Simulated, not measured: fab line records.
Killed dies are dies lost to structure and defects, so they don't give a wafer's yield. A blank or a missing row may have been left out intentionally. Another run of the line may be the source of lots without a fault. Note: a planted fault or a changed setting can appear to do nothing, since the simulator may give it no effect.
Which tool did it? ; flow nand-harc ; 7 lots with 21 wafers sampled at 4 steps, on a route of 1302 steps

WHAT THE GAUGES READ, wafer by wafer
NHARC_A_ONON_D2_THK_MEAS_02: measures by ellipsometry.
lot;measured;on;thk-nm (nm)
L900;day 13 19:32;film-metro-02;1809 1811 1812 1811 1813 1813
L903;day 14 19:59;film-metro-01;1816 1814 1815 1812 1812 1813
L911;day 18 13:35;film-metro-02;1007 1008 1009
L914;day 19 15:14;film-metro-02;1003 1002 1002
L916;day 19 15:14;film-metro-01;999 999 998
L918;day 21 08:35;film-metro-02;1002 1000 999
L920;day 21 22:35;film-metro-02;999 1001 1000

TOOL THAT RAN EACH LOT (tool first, then ch and the chambers of the sampled wafers, then the start)
lot;NHARC_A_CHANNEL_FILL_D1_ALD_25;NHARC_A_DECK1_JOINT_DEP_16;NHARC_A_ONON_D2_DEP_00
L900;ald-hk-03 ch 0,1,3, day 11 14:50;pecvd-02 ch 1,2, day 13 18:40;pecvd-onon-04 ch 0, day 13 19:08
L903;ald-hk-01 ch 0,1,2, day 12 18:44;pecvd-03 ch 0,1,2, day 14 19:06;pecvd-onon-04 ch 0, day 14 19:32
L911;ald-hk-01 ch 0,3, day 16 13:02;pecvd-03 ch 0,1, day 18 12:41;pecvd-onon-04 ch 0, day 18 13:04
L914;ald-hk-04 ch 0,1,2, day 17 15:25;pecvd-02 ch 0,1, day 19 14:22;pecvd-onon-04 ch 0, day 19 14:50
L916;ald-hk-04 ch 1,2,3, day 17 19:50;pecvd-04 ch 0,1, day 19 14:20;pecvd-onon-03 ch 0, day 19 14:43
L918;ald-hk-03 ch 0,3, day 19 08:47;pecvd-04 ch 0,1,2, day 21 07:43;pecvd-onon-03 ch 0, day 21 08:08
L920;ald-hk-04 ch 1,2,3, day 20 01:26;pecvd-04 ch 0,2, day 21 21:42;pecvd-onon-03 ch 0, day 21 22:08
- NHARC_A_CHANNEL_FILL_D1_ALD_25: deposits SiOx, target thk 60 nm, pulse time 10 s, ald cycles 600.
- NHARC_A_DECK1_JOINT_DEP_16: deposits SiO2, target thk 45 nm.
- NHARC_A_ONON_D2_DEP_00: target thk 1000 nm.

THE ANSWER, worked out from the rows above alone
Rule: the usual values come from the lots themselves. Put in order of their means at a reading, lots are off if they are a third of the lots or fewer, leave a main group of 4 or more, and stand apart from it by a gap of 3 or more times the standard deviation of the main group's means; of several such gaps the widest counts. If all means in a main group match to the digits the tables above print for the reading, that group is not used. Also off: a lot with no number at a reading for which 4 or more lots have one. All remaining lots with rows at the step are treated as sound.
Off at NHARC_A_ONON_D2_THK_MEAS_02 (thk-nm): L900, L903. For the main group the mean is 1002 nm and the standard deviation 3.3.
If a tool, at a process step before that reading, ran all the lots that are off and no sound lot after the first of them, it fits. Gauges at NHARC_A_ONON_D2_THK_MEAS_02: tried the same way as those tools. Not one of the candidates tried fits.

WHAT THE SIMULATOR HAD INSERTED
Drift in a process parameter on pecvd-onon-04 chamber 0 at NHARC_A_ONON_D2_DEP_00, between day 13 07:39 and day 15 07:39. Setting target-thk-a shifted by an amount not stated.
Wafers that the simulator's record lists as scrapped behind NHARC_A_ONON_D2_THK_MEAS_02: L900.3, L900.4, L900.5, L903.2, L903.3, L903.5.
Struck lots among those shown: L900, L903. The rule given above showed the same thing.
